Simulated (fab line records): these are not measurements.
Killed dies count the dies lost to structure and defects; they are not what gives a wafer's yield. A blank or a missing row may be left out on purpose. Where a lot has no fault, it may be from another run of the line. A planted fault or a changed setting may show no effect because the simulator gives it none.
Which tool did it? | flow n5 finfet | 24 lots, 72 wafers sampled, at 6 steps of a route of 1938

## WHAT THE GAUGES READ, wafer by wafer
N5_MIM_TOP_LITHO_OVL_MEAS_11. Usual: MIM_TOP_OVL -1 nm, standard deviation 4.4.
lot  | measured     | on         | MIM_TOP_OVL (nm) | flag
L074 | day 11 16:58 | overlay-02 | 7 6 -1           |
L075 | day 11 17:08 | overlay-01 | 0 -7 -2          |
L076 | day 12 04:28 | overlay-01 | 6 -4 -3          |
L077 | day 12 07:55 | overlay-02 | 3 2 -2           |
L078 | day 13 00:21 | overlay-01 | 4 4 -2           |
L079 | day 13 01:28 | overlay-01 | 1 3 -7           |
L080 | day 13 12:32 | overlay-01 | 3 -10 -2         |
L081 | day 14 01:53 | overlay-02 | -5 2 -5          |
L082 | day 14 07:01 | overlay-02 | 5 -2 0           |
L083 | day 14 08:52 | overlay-02 | 5 3 5            |
L084 | day 14 12:32 | overlay-01 | 1 0 -3           |
L085 | day 14 12:42 | overlay-01 | -8 -6 -2         |
L086 | day 15 06:05 | overlay-01 | -3 -5 7          |
L088 | day 15 11:13 | overlay-02 | 4 3 2            |
L087 | day 15 16:04 | overlay-01 | 8 0 4            |
L089 | day 16 14:16 | overlay-01 | -1 -3 0          |
L090 | day 16 14:18 | overlay-02 | -1 -2 -2         |
L091 | day 16 14:20 | overlay-01 | -4 0 -8          |
L092 | day 16 21:33 | overlay-02 | -8 -4 0          |
L094 | day 17 07:47 | overlay-01 | 6 0 -3           |
L095 | day 17 08:39 | overlay-02 | 2 -1 -2          |
L093 | day 17 12:42 | overlay-01 | 3 8 -1           |
L096 | day 18 02:40 | overlay-02 | -6 -1 -3         |
L097 | day 18 14:06 | overlay-01 | 5 -5 0           |

N5_MIM_TOP_LITHO_INSPECT_12: inspects for defects (macro). Usual: raw defect count 1.9, standard deviation 1.5.
lot  | measured     | on                | raw defect count | flag
L074 | day 11 16:59 | defect inspect-02 | 1 3 2            |
L075 | day 11 17:09 | defect inspect-02 | 3 5 0            |
L076 | day 12 04:29 | defect inspect-02 | 0 1 1            |
L077 | day 12 07:56 | defect inspect-02 | 5 2 1            |
L078 | day 13 00:27 | defect inspect-02 | 3 2 1            |
L079 | day 13 01:29 | defect inspect-02 | 1 1 0            |
L080 | day 13 12:34 | defect inspect-02 | 1 3 4            |
L081 | day 14 01:54 | defect inspect-02 | 4 1 0            |
L082 | day 14 07:02 | defect inspect-01 | 3 0 6            |
L083 | day 14 08:53 | defect inspect-01 | 1 1 3            |
L084 | day 14 12:46 | defect inspect-01 | 2 6 2            |
L085 | day 14 12:46 | defect inspect-01 | 2 3 1            |
L086 | day 15 06:06 | defect inspect-02 | 4 5 2            |
L088 | day 15 11:14 | defect inspect-02 | 1 2 0            |
L087 | day 15 16:05 | defect inspect-01 | 3 0 5            |
L089 | day 16 14:17 | defect inspect-02 | 2 3 2            |
L090 | day 16 14:19 | defect inspect-01 | 3 1 2            |
L091 | day 16 14:21 | defect inspect-02 | 1 0 3            |
L092 | day 16 21:35 | defect inspect-01 | 1 4 3            |
L094 | day 17 07:49 | defect inspect-01 | 1 1 3            |
L095 | day 17 08:40 | defect inspect-01 | 2 0 4            |
L093 | day 17 12:44 | defect inspect-02 | 1 2 1            |
L096 | day 18 02:41 | defect inspect-02 | 0 1 4            |
L097 | day 18 14:08 | defect inspect-01 | 2 1 0            |

N5_PASSIVATION_OVL_MEAS_60. Usual: TV_OVL -1 nm, standard deviation 5.
lot  | measured     | on         | TV_OVL (nm) | flag
L074 | day 11 19:26 | overlay-01 | 4 0 -4      |
L075 | day 11 19:38 | overlay-02 | 3 2 4       |
L076 | day 12 09:27 | overlay-01 | 3 7 0       |
L077 | day 12 13:50 | overlay-02 | -4 -2 1     |
L078 | day 13 05:07 | overlay-01 | -3 -4 -2    |
L079 | day 13 04:49 | overlay-01 | 0 0 2       |
L080 | day 13 14:55 | overlay-01 | -4 -1 1     |
L081 | day 14 06:23 | overlay-02 | -4 -4 0     |
L082 | day 14 10:52 | overlay-01 | 2 5 -2      |
L083 | day 14 11:25 | overlay-01 | 2 3 0       |
L084 | day 14 16:37 | overlay-01 | 6 0 -1      |
L085 | day 14 16:12 | overlay-01 | 2 0 0       |
L086 | day 15 09:48 | overlay-01 | 4 2 -1      |
L088 | day 15 13:57 | overlay-02 | -16 -12 -3  |
L087 | day 15 18:29 | overlay-02 | 6 3 8       |
L089 | day 16 19:11 | overlay-01 | 2 -7 -12    |
L090 | day 16 19:13 | overlay-01 | -2 -1 0     |
L091 | day 16 20:14 | overlay-02 | 4 4 1       |
L092 | day 17 01:09 | overlay-01 | -3 2 1      |
L094 | day 17 11:22 | overlay-02 | 2 -6 1      |
L095 | day 17 11:31 | overlay-01 | -2 -2 2     |
L093 | day 17 15:21 | overlay-02 | -3 -3 -5    |
L096 | day 18 04:55 | overlay-01 | -2 -2 0     |
L097 | day 18 16:26 | overlay-02 | -10 -12 -12 |

## WHAT TOOL EACH LOT RAN ON (gives the tool, then ch and the chambers of the sampled wafers, and finally the start)
lot  | N5_BEOL_M14_CMP_49            | N5_BEOL_M15_PRE_CLEAN_42     | N5_PASSIVATION_PECVD_01
L074 | cmp-03 ch 0,1,2, day 11 07:13 | pvd sputter-01, day 11 13:00 | pecvd-03 ch 0,1, day 11 18:54
L075 | cmp-01 ch 1,2,3, day 11 08:14 | pvd sputter-01, day 11 13:25 | pecvd-01 ch 1,2, day 11 19:04
L076 | cmp-04 ch 0,2,3, day 11 16:05 | pvd sputter-03, day 11 20:05 | pecvd-01 ch 0,1,2, day 12 09:04
L077 | cmp-04 ch 1,2,3, day 11 20:20 | pvd sputter-01, day 12 04:14 | pecvd-04 ch 1,2, day 12 12:46
L078 | cmp-03 ch 1,2,3, day 12 11:36 | pvd sputter-02, day 12 15:40 | pecvd-04 ch 0,1, day 13 02:32
L079 | cmp-01 ch 0,1,3, day 12 16:38 | pvd sputter-01, day 12 21:13 | pecvd-01 ch 1,2, day 13 03:23
L080 | cmp-04 ch 1,2,3, day 12 21:49 | pvd sputter-02, day 13 05:24 | pecvd-03 ch 1,2, day 13 14:23
L081 | cmp-04 ch 0,2,3, day 13 13:08 | pvd sputter-01, day 13 18:37 | pecvd-01 ch 0,1, day 14 04:08
L082 | cmp-04 ch 0,2,3, day 13 19:22 | pvd sputter-01, day 14 01:11 | pecvd-04 ch 0,2, day 14 08:44
L083 | cmp-04 ch 0,1,3, day 13 22:14 | pvd sputter-02, day 14 02:07 | pecvd-03 ch 1,2, day 14 11:01
L084 | cmp-01 ch 0,1,3, day 14 02:00 | pvd sputter-01, day 14 07:42 | pecvd-04 ch 0,1,2, day 14 14:34
L085 | cmp-03 ch 0,2,3, day 14 03:41 | pvd sputter-03, day 14 08:37 | pecvd-01 ch 0,1, day 14 15:11
L086 | cmp-04 ch 1,2,3, day 14 18:37 | pvd sputter-01, day 14 23:13 | pecvd-01 ch 0,2, day 15 07:59
L088 | cmp-03 ch 2,3, day 15 00:55   | pvd sputter-03, day 15 05:15 | pecvd-04 ch 0,1,2, day 15 13:13
L087 | cmp-04 ch 0,1,2, day 15 06:05 | pvd sputter-03, day 15 11:28 | pecvd-03 ch 0,2, day 15 17:58
L089 | cmp-04 ch 2,3, day 15 20:03   | pvd sputter-03, day 16 00:43 | pecvd-01 ch 1,2, day 16 16:30
L090 | cmp-01 ch 2,3, day 15 23:20   | pvd sputter-01, day 16 08:16 | pecvd-01 ch 0,1,2, day 16 16:50
L091 | cmp-01 ch 0,1,2, day 16 02:13 | pvd sputter-02, day 16 08:18 | pecvd-04 ch 0,2, day 16 16:51
L092 | cmp-01 ch 1,3, day 16 09:37   | pvd sputter-01, day 16 16:59 | pecvd-04 ch 0,1, day 16 23:19
L094 | cmp-04 ch 0,1,2, day 16 20:48 | pvd sputter-01, day 17 02:20 | pecvd-01 ch 1,2, day 17 09:43
L095 | cmp-01 ch 0,1,2, day 16 21:14 | pvd sputter-03, day 17 02:52 | pecvd-03 ch 0,1,2, day 17 10:34
L093 | cmp-03 ch 1,2,3, day 17 03:22 | pvd sputter-03, day 17 07:31 | pecvd-04 ch 0,1,2, day 17 14:56
L096 | cmp-01 ch 0,2,3, day 17 13:11 | pvd sputter-02, day 17 22:14 | pecvd-03 ch 0,1, day 18 04:32
L097 | cmp-03 ch 1,3, day 18 03:13   | pvd sputter-02, day 18 08:10 | pecvd-01 ch 0,1,2, day 18 15:52
- N5_BEOL_M14_CMP_49: polishes, stops on SiO2, t overpolish 5.2 s, target thk 560 nm.
- N5_BEOL_M15_PRE_CLEAN_42: time 30 s.
- N5_PASSIVATION_PECVD_01: deposits SiNx from SiH4/NH3/N2, target thk 200 nm, time 43.2 s.

## WHAT THE TOOLS THEMSELVES READ (means of the sampled wafers that have a number; where no wafer has one, the mark that the record gives instead)
N5_BEOL_M14_CMP_49. Usual: barrier field endpoint s 11.5 s, standard deviation 0.34; motor current A 8.1 A, standard deviation 1.1; overpolish run s 5.199 s, standard deviation 0.0088; time to endpoint s 121 s, standard deviation 5.6.
lot  | tool   | barrier field endpoint s (s) | motor current A (A) | overpolish run s (s) | time to endpoint s (s) | flag
L074 | cmp-03 | 11.2                         | 8.2                 | 5.202                | 118                    |
L075 | cmp-01 | 11.8                         | 9.6                 | 5.197                | 126                    |
L076 | cmp-04 | 11.5                         | 7.6                 | 5.198                | 123                    |
L077 | cmp-04 | 11.3                         | 7.3                 | 5.197                | 120                    |
L078 | cmp-03 | 11.4                         | 7.7                 | 5.194                | 121                    |
L079 | cmp-01 | 11.4                         | 9.1                 | 5.199                | 120                    |
L080 | cmp-04 | 11.4                         | 7.3                 | 5.193                | 119                    |
L081 | cmp-04 | 11.3                         | 7.6                 | 5.201                | 117                    |
L082 | cmp-04 | 11.6                         | 7.6                 | 5.205                | 120                    |
L083 | cmp-04 | 11.3                         | 7.4                 | 5.197                | 119                    |
L084 | cmp-01 | 11.3                         | 9.2                 | 5.199                | 118                    |
L085 | cmp-03 | 11.3                         | 7.6                 | 5.206                | 117                    |
L086 | cmp-04 | 11.2                         | 7.2                 | 5.208                | 119                    |
L088 | cmp-03 | 11.5                         | 7.6                 | 5.187                | 117                    |
L087 | cmp-04 | 11.2                         | 7.6                 | 5.205                | 120                    |
L089 | cmp-04 | 10.9                         | 7.4                 | 5.201                | 114                    |
L090 | cmp-01 | 11.8                         | 10.1                | 5.204                | 125                    |
L091 | cmp-01 | 11.5                         | 8.9                 | 5.199                | 121                    |
L092 | cmp-01 | 11.7                         | 9.3                 | 5.205                | 122                    |
L094 | cmp-04 | 11.4                         | 7.4                 | 5.192                | 121                    |
L095 | cmp-01 | 11.6                         | 8.8                 | 5.204                | 125                    |
L093 | cmp-03 | 11.7                         | 7.8                 | 5.194                | 128                    |
L096 | cmp-01 | 11.6                         | 9.5                 | 5.195                | 126                    |
L097 | cmp-03 | 11.9                         | 7.3                 | 5.193                | 128                    |

N5_BEOL_M15_PRE_CLEAN_42. Usual: heater power w 460 W, standard deviation 55.
lot  | tool           | heater power w (W) | flag
L074 | pvd sputter-01 | 468                |
L075 | pvd sputter-01 | 437                |
L076 | pvd sputter-03 | 462                |
L077 | pvd sputter-01 | 429                |
L078 | pvd sputter-02 | 478                |
L079 | pvd sputter-01 | 463                |
L080 | pvd sputter-02 | 468                |
L081 | pvd sputter-01 | 503                |
L082 | pvd sputter-01 | 433                |
L083 | pvd sputter-02 | 494                |
L084 | pvd sputter-01 | 438                |
L085 | pvd sputter-03 | 464                |
L086 | pvd sputter-01 | 423                |
L088 | pvd sputter-03 | 463                |
L087 | pvd sputter-03 | 428                |
L089 | pvd sputter-03 | 503                |
L090 | pvd sputter-01 | 452                |
L091 | pvd sputter-02 | 450                |
L092 | pvd sputter-01 | 466                |
L094 | pvd sputter-01 | 465                |
L095 | pvd sputter-03 | 465                |
L093 | pvd sputter-03 | 502                |
L096 | pvd sputter-02 | 484                |
L097 | pvd sputter-02 | 478                |

N5_PASSIVATION_PECVD_01. Usual: chamber pressure Torr 4.900 Torr, standard deviation 0.011; heater power w 353 W, standard deviation 61; showerhead plenum p Torr 8.69 Torr, standard deviation 0.066; throttle valve pct 28.0 %, standard deviation 0.83.
lot  | tool     | chamber pressure Torr (Torr) | heater power w (W) | showerhead plenum p Torr (Torr) | throttle valve pct (%) | flag
L074 | pecvd-03 | 4.914                        | 395                | 8.77                            | 28.4                   |
L075 | pecvd-01 | 4.907                        | 318                | 8.70                            | 28.4                   |
L076 | pecvd-01 | 4.906                        | 310                | 8.71                            | 28.4                   |
L077 | pecvd-04 | 4.900                        | 390                | 8.64                            | 26.7                   |
L078 | pecvd-04 | 4.905                        | 376                | 8.59                            | 28.0                   |
L079 | pecvd-01 | 4.903                        | 274                | 8.70                            | 28.3                   |
L080 | pecvd-03 | 4.899                        | 293                | 8.74                            | 27.3                   |
L081 | pecvd-01 | 4.906                        | 373                | 8.71                            | 28.4                   |
L082 | pecvd-04 | 4.906                        | 382                | 8.66                            | 26.7                   |
L083 | pecvd-03 | 4.886                        | 350                | 8.74                            | 27.1                   |
L084 | pecvd-04 | 4.903                        | 401                | 8.62                            | 27.6                   |
L085 | pecvd-01 | 4.897                        | 367                | 8.72                            | 28.3                   |
L086 | pecvd-01 | 4.896                        | 294                | 8.69                            | 28.6                   |
L088 | pecvd-04 | 4.902                        | 390                | 8.62                            | 27.3                   |
L087 | pecvd-03 | 4.910                        | 384                | 8.79                            | 28.6                   |
L089 | pecvd-01 | 4.904                        | 307                | 8.70                            | 28.6                   |
L090 | pecvd-01 | 4.894                        | 360                | 8.69                            | 28.6                   |
L091 | pecvd-04 | 4.906                        | 359                | 8.66                            | 27.1                   |
L092 | pecvd-04 | 4.901                        | 330                | 8.57                            | 27.7                   |
L094 | pecvd-01 | 4.895                        | 331                | 8.72                            | 28.3                   |
L095 | pecvd-03 | 4.894                        | 350                | 8.76                            | 28.1                   |
L093 | pecvd-04 | 4.901                        | 402                | 8.62                            | 27.5                   |
L096 | pecvd-03 | 4.899                        | 424                | 8.76                            | 28.7                   |
L097 | pecvd-01 | 4.903                        | 343                | 8.70                            | 28.6                   |

## THE ANSWER, worked out from the rows above alone
Rule: lot off if the mean of its wafers having a number is beyond 3 standard deviations from the usual mean. Also off: a lot with no number at a reading for which 4 or more lots have one. Where the step has rows for the other lots, those lots are counted as sound. The gauges are gone through in route order, then the tools' own readings, and for those a lot's mean is taken as printed above. At the first step where some lot is off, the reading lying furthest off is the one used; lots without a number count as furthest.
Nothing can be told from this: no lot is off at any reading shown.

## WHAT THE SIMULATOR HAD INSERTED
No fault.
